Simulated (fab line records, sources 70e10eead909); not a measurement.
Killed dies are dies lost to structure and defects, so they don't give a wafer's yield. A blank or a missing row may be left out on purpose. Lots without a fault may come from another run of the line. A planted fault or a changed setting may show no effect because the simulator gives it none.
fab line records | flow nand_harc
record lots=13 wafers=39 last_day=24
route steps=1159 shown A_STAIRCASE@534 A_SGD_CUT@747 END@1159
lots that met no fault: from a run of the same line without faults
start_h: hours from the record's first day to the start of the lot's first wafer shown | wait_h: hours since the lot's step before | " the same as in the row above | L1.1+2: a row that stands for several wafers | - no value, or no start given | * or withheld: withheld | < > ~ a bound
route shown NAME@n: a module of which the file shows steps, and the number in the route of the first | usual: mean/standard deviation of fault-free wafers | same: alike in all rows | chamber/n: place in a boat | sites: the reading at each site | _std_site: their standard deviation | _edge_site: outer sites' mean less inner sites' | radius_mm: how far each site lies from the wafer's centre | mask NAME#n: copy n | behind: the tool/chamber that last shaped the wafer | hold: why the lot was held/for how many hours/how that ended | device: the transistor (n, p or np) that didn't switch | end of line: the same wafers' tests at the end of the route | a step without rows: its recipe alone | killed: dies lost to structure and defects at the first sort, not the wafer's yield | map: a wafer's dies, x killed, . not, _ none there
set.NAME: the setting as run; set.NAME@STEP: as run at that earlier step | model.NAME: the simulator's own value behind a step, which no gauge read
steps of the route over a sample of lots; a table a step, a row a wafer
services: from which hour (start_h, from the record's first day; less than 0 if before it) a tool's chamber was out of use, for how many hours, and why
## steps
# step NHARC_A_STAIRCASE_STRIP_172
# recipe time_s=900 temp_c=130 chemistry=SPM
# columns lot.wafer tool chamber start_h wait_h
L107.5+6+4 wet_bench-07 0,3,5 232.67 0.1
L112.5+6+2 wet_bench-09 6,2,3 248.28 0.1
L108.5+4+6 wet_bench-07 2,3,5 248.45 0.1
L109.3+4+1 wet_bench-09 3,6,7 251.67 0.2
L110.6+1+2 wet_bench-05 1,3,6 251.70 0.1
L113.6+3+5 wet_bench-05 5,7,1 287.90 0.1
L115.1+4+5 wet_bench-09 7,1,2 291.74 0.3
L118.3+1+6 wet_bench-07 1,3,4 296.90 0.2
L125.3+2+4 wet_bench-05 3,4,5 330.85 0.2
L122.2+4+1 wet_bench-05 6,0,2 338.70 0.3
L128.1+3+4 wet_bench-07 3,7,0 353.05 0.3
L129.4+6+2 wet_bench-05 4,7,0 362.27 0.2
L130.2+4+5 wet_bench-05 2,5,6 362.85 0.3
# step NHARC_A_STAIRCASE_DEP_325
# recipe target_thk_a=38000 temp_c=400 target_thk_nm=3800 teos_flow_sccm=200 rf_w=500 material=SiO2
# usual heater_power_w=666/78
# columns lot.wafer tool chamber start_h wait_h heater_power_w
L107.6 pecvd-01 1 288.79 0.5 560
L107.4 " 2 " " 667
L107.5 " 0 " " 651
L112.2 pecvd-01 0 306.61 0.1 720
L112.5 " 1 " " 548
L112.6 " 2 " " 664
L109.1 pecvd-03 1 306.87 0.3 592
L109.3 " 2 " " 728
L109.4 " 0 " " 673
L108.4 pecvd-02 0 306.96 0.4 733
L108.5 " 1 " " 634
L108.6 " 2 " " 551
L110.1 pecvd-01 1 307.19 0.6 608
L110.2 " 0 " " 765
L110.6 " 2 " " 673
L113.3 pecvd-03 1 345.95 0.1 559
L113.5 " 2 " " 637
L113.6 " 0 " " 683
L115.1 pecvd-03 1 350.30 0.3 657
L115.4 " 2 " " 642
L115.5 " 1 " " 541
L118.1 pecvd-01 0 360.64 0.1 819
L118.3 " 2 " " 818
L118.6 " 1 " " 549
L125.2 pecvd-01 1 385.10 0.2 614
L125.3 " 2 " " 725
L125.4 " 1 " " 547
L122.2 pecvd-01 0 396.77 0.2 675
L122.1 " 1 " " 678
L122.4 " 1 " " 564
L128.3 pecvd-03 2 414.22 0.1 781
L128.1 " 0 " " 696
L128.4 " 0 " " 663
L130.2 pecvd-03 0 424.84 0.3 743
L130.4 " 1 " " 551
L130.5 " 0 " " 684
L129.2 pecvd-02 0 424.91 0.3 734
L129.6 " 1 " " 643
L129.4 " 0 " " 684
# step NHARC_A_STAIRCASE_CMP_450
# recipe target_thk_nm=200 material=SiO2
# usual motor_current_A=12.1/1
# columns lot.wafer tool chamber start_h wait_h motor_current_A
L107.4 cmp-04 2 299.54 - 11.7
L107.5 " 0 " " 13.4
L107.6 " 1 " " 11.8
L109.1 cmp-04 1 317.66 - 11.6
L109.4 " 2 " " 11.3
L109.3 " 3 " " 10.4
L112.2 cmp-04 0 317.94 - 12.6
L112.5 " 3 " " 10.6
L112.6 " 0 " " 13.5
L110.1 cmp-03 0 319.12 - 13.5
L110.2 " 1 " " 13.9
L110.6 " 3 " " 12.3
L108.4 cmp-03 0 319.24 - 13.3
L108.5 " 0 " " 12.5
L108.6 " 1 " " 13.7
L113.3 cmp-04 3 356.93 - 11.1
L113.6 " 0 " " 13.1
L113.5 " 1 " " 11.9
L115.1 cmp-02 1 363.03 - 12.0
L115.4 " 3 " " 11.8
L115.5 " 0 " " 11.5
L118.3 cmp-04 2 371.61 - 11.1
L118.1 " 3 " " 11.3
L118.6 " 3 " " 11.4
L125.4 cmp-03 0 398.44 - 12.9
L125.2 " 1 " " 14.0
L125.3 " 3 " " 13.1
L122.2 cmp-03 3 408.60 - 13.4
L122.1 " 0 " " 12.8
L122.4 " 2 " " 10.3
L128.4 cmp-04 1 425.95 - 11.9
L128.1 " 2 " " 12.0
L128.3 " 3 " " 11.1
L130.2 cmp-02 3 440.24 - 12.2
L130.4 " 2 " " 13.0
L130.5 " 0 " " 12.0
L129.4 cmp-04 0 440.53 - 13.2
L129.2 " 3 " " 10.4
L129.6 " 0 " " 12.9
# step NHARC_A_SGD_CUT_DEP_00
# recipe target_thk_a=500 temp_c=400 target_thk_nm=50 flow_sccm=200 rf_w=450 material=SiNx
# usual heater_power_w=717/78
# columns lot.wafer tool chamber start_h wait_h hold heater_power_w
L107.4 pecvd-01 2 301.49 0.2 - 703
L107.6 " 0 " " - 710
L107.5 " 1 " " - 629
L109.1 pecvd-01 1 319.78 0.2 - 655
L109.3 " 2 " " - 739
L109.4 " 0 " " - 821
L112.2 pecvd-03 0 320.01 0.1 - 821
L112.5 " 1 " " - 650
L112.6 " 2 " " - 701
L110.1 pecvd-03 2 320.96 0.1 - 672
L110.2 " 0 " " - 730
L110.6 " 0 " " - 731
L108.5 pecvd-03 0 321.30 0.1 - 769
L108.6 " 1 " " - 591
L108.4 " 2 " " - 743
L113.3 pecvd-03 0 358.81 0.1 - 766
L113.6 " 0 " " - 749
L113.5 " 2 " " - 691
L115.1 pecvd-01 1 367.07 2.1 await_dispo/2.0h/release 663
L115.4 " 0 " " await_dispo/2.0h/release 820
L115.5 " 1 " " await_dispo/2.0h/release 703
L118.1 pecvd-03 0 373.55 0.1 - 711
L118.3 " 2 " " - 719
L118.6 " 0 " " - 728
L125.3 pecvd-03 1 400.82 0.1 - 687
L125.2 " 2 " " - 778
L125.4 " 2 " " - 791
L122.1 pecvd-04 2 410.60 0.1 - 854
L122.2 " 1 " " - 677
L122.4 " 1 " " - 707
L128.3 pecvd-03 2 427.96 0.1 - 678
L128.1 " 0 " " - 808
L128.4 " 2 " " - 680
L130.2 pecvd-03 1 442.21 0.1 - 603
L130.4 " 1 " " - 614
L130.5 " 2 " " - 729
L129.2 pecvd-04 1 442.60 0.2 - 720
L129.4 " 0 " " - 627
L129.6 " 1 " " - 718
# step NHARC_A_SGD_CUT_CD_MEAS_09
# recipe target_cd_nm=100 landing_energy_ev=500
# usual cd_nm=100.0/0.47
# columns lot.wafer tool chamber start_h wait_h cd_nm
L107.4 cd_sem-01 0 302.14 - 99.1
L107.5 " 0 " " 99.6
L107.6 " 0 " " 98.9
L109.1 cd_sem-03 0 320.50 - 99.7
L109.3 " 0 " " 99.5
L109.4 " 0 " " 100.1
L112.2 cd_sem-02 0 320.73 - 100.8
L112.5 " 0 " " 100.8
L112.6 " 0 " " 101.0
L110.1 cd_sem-02 0 321.68 - 101.0
L110.2 " 0 " " 100.0
L110.6 " 0 " " 100.8
L108.4 cd_sem-01 0 321.94 - 99.7
L108.5 " 0 " " 99.4
L108.6 " 0 " " 99.3
L113.3 cd_sem-03 0 359.54 - 100.2
L113.5 " 0 " " 100.3
L113.6 " 0 " " 100.3
L115.1 cd_sem-01 0 367.64 - 100.2
L115.4 " 0 " " 100.1
L115.5 " 0 " " 99.9
L118.1 cd_sem-02 0 374.27 - 100.4
L118.3 " 0 " " 99.7
L118.6 " 0 " " 100.2
L125.2 cd_sem-03 0 401.55 - 100.2
L125.3 " 0 " " 100.0
L125.4 " 0 " " 99.7
L122.1 cd_sem-01 0 411.20 - 100.4
L122.2 " 0 " " 99.7
L122.4 " 0 " " 99.8
L128.1 cd_sem-03 0 428.54 - 100.3
L128.3 " 0 " " 100.3
L128.4 " 0 " " 99.8
L130.2 cd_sem-03 0 442.77 - 99.5
L130.4 " 0 " " 100.0
L130.5 " 0 " " 100.2
L129.2 cd_sem-03 0 443.17 - 100.2
L129.4 " 0 " " 100.2
L129.6 " 0 " " 99.5
# step NHARC_END_SORT_01
# recipe temp_c=25
# usual killed_at_array=27/11 killed_at_other=0.8/1.1 killed_at_periphery=2.8/1.9 killed_dies=30/11 killed_open=3.3/1.8 killed_short=2.3/1.5
# same gross_dies=677
# columns lot.wafer tool chamber start_h wait_h killed_at_array killed_at_other killed_at_periphery killed_dies killed_open killed_short
L115.1 prober-02 0 489.77 2.5 70 4 4 78 4 3
L115.4 prober-02 0 492.18 3.4 37 3 5 45 4 5
L115.5 prober-02 0 492.99 3.7 39 1 2 42 3 2
L118.1 prober-01 0 503.45 2.5 19 0 4 23 4 4
L118.3 prober-01 0 505.05 3.1 13 0 1 14 2 1
L118.6 prober-01 0 507.44 4.0 18 0 5 23 5 3
L125.2 prober-02 0 537.57 2.8 42 2 5 49 7 1
L125.3 prober-02 0 538.37 3.1 38 3 5 46 5 3
L125.4 prober-02 0 539.17 3.4 46 3 3 52 4 2
# killed by level:class
L115.1 A_STAIRCASE:unspecified=26 A_SLIT:chamber_film_flake=16 A_CHANNEL_HOLE_D1:chamber_film_flake=13 P_GATE:chamber_film_flake=4 A_STAIRCASE:chamber_film_flake=4 A_CONTACT:chamber_film_flake=3 A_ONON_D1:geometric_particle:open=2 A_M0:geometric_particle:short=2
L115.4 A_CHANNEL_HOLE_D1:chamber_film_flake=16 A_SLIT:chamber_film_flake=8 P_GATE:chamber_film_flake=3 A_CONTACT:chamber_film_flake=3 HYBRID_BOND:chamber_film_flake=3 A_CONTACT:geometric_particle:short=2 A_ONON_D1:geometric_particle:short=1 A_CHANNEL_FILL_D1:geometric_particle:open=1
L115.5 A_SLIT:chamber_film_flake=15 A_CHANNEL_HOLE_D1:chamber_film_flake=11 A_STAIRCASE:chamber_film_flake=4 A_CONTACT:chamber_film_flake=3 A_SOURCE_PLATE:geometric_particle:open=2 P_GATE:chamber_film_flake=2 A_ONON_D1:geometric_particle:short=1 A_CONTACT:geometric_particle:short=1
L118.1 A_CHANNEL_HOLE_D1:chamber_film_flake=7 A_CONTACT:chamber_film_flake=2 A_STAIRCASE:chamber_film_flake=2 A_WL_FILL:chamber_film_flake=2 P_CONTACT:geometric_particle:short=1 P_CONTACT:geometric_particle:open=1 P_M0:geometric_particle:short=1 A_CHANNEL_HOLE_D1:geometric_particle:open=1
L118.3 A_CHANNEL_HOLE_D1:chamber_film_flake=6 A_STAIRCASE:chamber_film_flake=3 A_CONTACT:chamber_film_flake=2 P_CONTACT:geometric_particle:open=1 A_CONTACT:geometric_particle:short=1 A_M0:geometric_particle:open=1
L118.6 A_CHANNEL_HOLE_D1:chamber_film_flake=9 A_CONTACT:chamber_film_flake=3 P_M0:geometric_particle:open=2 A_M0:geometric_particle:open=2 P_GATE:geometric_particle:short=1 P_CONTACT:geometric_particle:short=1 A_CHANNEL_FILL_D1:geometric_particle:open=1 A_CONTACT:geometric_particle:short=1
L125.2 A_CHANNEL_HOLE_D1:chamber_film_flake=21 A_CONTACT:chamber_film_flake=6 A_SLIT:chamber_film_flake=4 P_ZERO_WELL:chamber_film_flake=3 A_M1:chamber_film_flake=3 THIN_TSV:chamber_film_flake=2 P_M0:geometric_particle:open=1 P_M1:geometric_particle:open=1
L125.3 A_CHANNEL_HOLE_D1:chamber_film_flake=14 A_SLIT:chamber_film_flake=6 A_CONTACT:chamber_film_flake=5 A_STAIRCASE:chamber_film_flake=3 THIN_TSV:chamber_film_flake=3 A_ONON_D1:geometric_particle:open=2 A_M1:chamber_film_flake=2 P_M0:geometric_particle:open=1
L125.4 A_SLIT:chamber_film_flake=15 A_CHANNEL_HOLE_D1:chamber_film_flake=13 A_M1:chamber_film_flake=6 A_STAIRCASE:chamber_film_flake=4 THIN_TSV:chamber_film_flake=3 P_CONTACT:geometric_particle:open=2 A_CHANNEL_FILL_D1:chamber_film_flake=2 A_CONTACT:chamber_film_flake=2
## services
# columns tool chamber start_h hours kind
cmp-03 - 209.84 4.3 repair
cmp-03 - 216.24 0.3 repair
cmp-04 - 234.70 0.9 repair
pecvd-01 - 237.21 13.0 pm
cmp-03 - 254.00 4.0 pm
cmp-04 - 258.92 3.7 repair
cmp-03 - 262.20 29.3 repair
pecvd-01 2 263.70 19.5 repair
wet_bench-07 - 272.00 8.0 pm
pecvd-03 - 292.00 13.0 pm
cmp-04 - 301.00 4.0 pm
cmp-04 - 306.26 1.7 repair
cmp-03 - 312.52 0.4 repair
cmp-03 - 342.13 1.7 repair
pecvd-01 0 345.41 3.6 repair
cmp-03 - 352.00 4.0 pm
cmp-04 - 360.08 0.6 repair
wet_bench-05 - 372.80 8.0 pm
cmp-03 - 377.37 0.6 repair
cmp-04 - 378.84 1.7 repair
pecvd-01 - 389.82 0.6 repair
cmp-04 - 399.00 4.0 pm
pecvd-01 - 418.60 13.0 pm
cmp-03 - 439.45 3.4 repair
## key
first_sign step=NHARC_END_SORT_01 reading=killed_dies direction=up sigmas=4.3 usual=30 struck=78
effect step=NHARC_END_SORT_01 reading=killed_at_array direction=up sigmas=4 usual=27 struck=70
more_kills_born_at NHARC_A_STAIRCASE_STRIP_172@wet_bench-09=26
met_at NHARC_A_STAIRCASE_STRIP_172
struck_lots L115
struck_wafers L115.1
tester_left_out L115
not_acting_at NHARC_A_STAIRCASE_DEP_325,NHARC_A_STAIRCASE_CMP_450,NHARC_A_SGD_CUT_CD_MEAS_09
onset_between 251.67 291.74
fault kind=chamber_particle_source tool=wet_bench-09 chamber=7 onset_h=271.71 steps=NHARC_A_STAIRCASE_STRIP_172 rate_per_visit_cm2=1.4419 end_h=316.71
# tester_left_out: of these lots the tester's yield and bins aren't shown, on N5 and GAA mostly nor the transistor test; their killed dies are dies lost to structure and defects alone, not to doping, threshold or leakage, so they don't give the yield
